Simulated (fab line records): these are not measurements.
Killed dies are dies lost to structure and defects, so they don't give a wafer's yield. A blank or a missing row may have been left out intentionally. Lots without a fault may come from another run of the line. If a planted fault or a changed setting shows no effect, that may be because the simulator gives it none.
Matching of chambers + flow nand harc + 4 sister chambers for NHARC_A_STAIRCASE_ETCH_169 on rie diel-02
The step etches the open film in CH3F/O2, target depth 50 nm, time 107.1 s. 4 wafers are shown with their chamber, then 11 later ones without.

== WAFERS PAIRED WITH THEIR CHAMBERS ==
| wafer  | chamber | drypump motor current A (A) |
|--------|---------|-----------------------------|
| L081.5 | 1       | 5.5                         |
| L084.2 | 0       | 5.5                         |
| L084.4 | 3       | 5.4                         |
| L087.2 | 2       | 6.1                         |

== WAFERS MISSING THEIR CHAMBER ==
| wafer  | drypump motor current A (A) |
|--------|-----------------------------|
| L087.4 | 5.4                         |
| L087.5 | 5.4                         |
| L085.3 | 5.4                         |
| L085.5 | 5.5                         |
| L085.6 | 6.1                         |
| L094.1 | 5.5                         |
| L094.4 | 5.4                         |
| L094.6 | 6.1                         |
| L097.2 | 5.4                         |
| L097.3 | 5.3                         |
| L097.4 | 6.1                         |

== EACH ONE'S CHAMBER ==
| wafer  | from the rows above     | in truth                   |
|--------|-------------------------|----------------------------|
| L087.4 | 3                       | 3                          |
| L087.5 | 3                       | 3                          |
| L085.3 | 3                       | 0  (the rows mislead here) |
| L085.5 | can't be placed: 0 or 1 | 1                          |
| L085.6 | 2                       | 2                          |
| L094.1 | can't be placed: 0 or 1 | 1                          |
| L094.4 | 3                       | 3                          |
| L094.6 | 2                       | 2                          |
| L097.2 | 3                       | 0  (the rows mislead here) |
| L097.3 | 3                       | 3                          |
| L097.4 | 2                       | 2                          |
Correct placement for 7 of the 11. These rows do not allow placing 2 (true chamber among the candidates in 2). Wrongly placed: 2.
How it was worked out, from the rows above alone: a wafer's distance from a chamber is the root of the sum, over the readings, of the square of ((its reading less the chamber's mean) divided by the reading's scatter). The wafer belongs to the nearest chamber; if the next one is less than 2 further off, it can't be placed. A chamber's mean is the mean of its shown wafers. The scatter: with one shown wafer a chamber, the root of the mean of the squares of how far each hidden wafer lies from its nearest shown one.
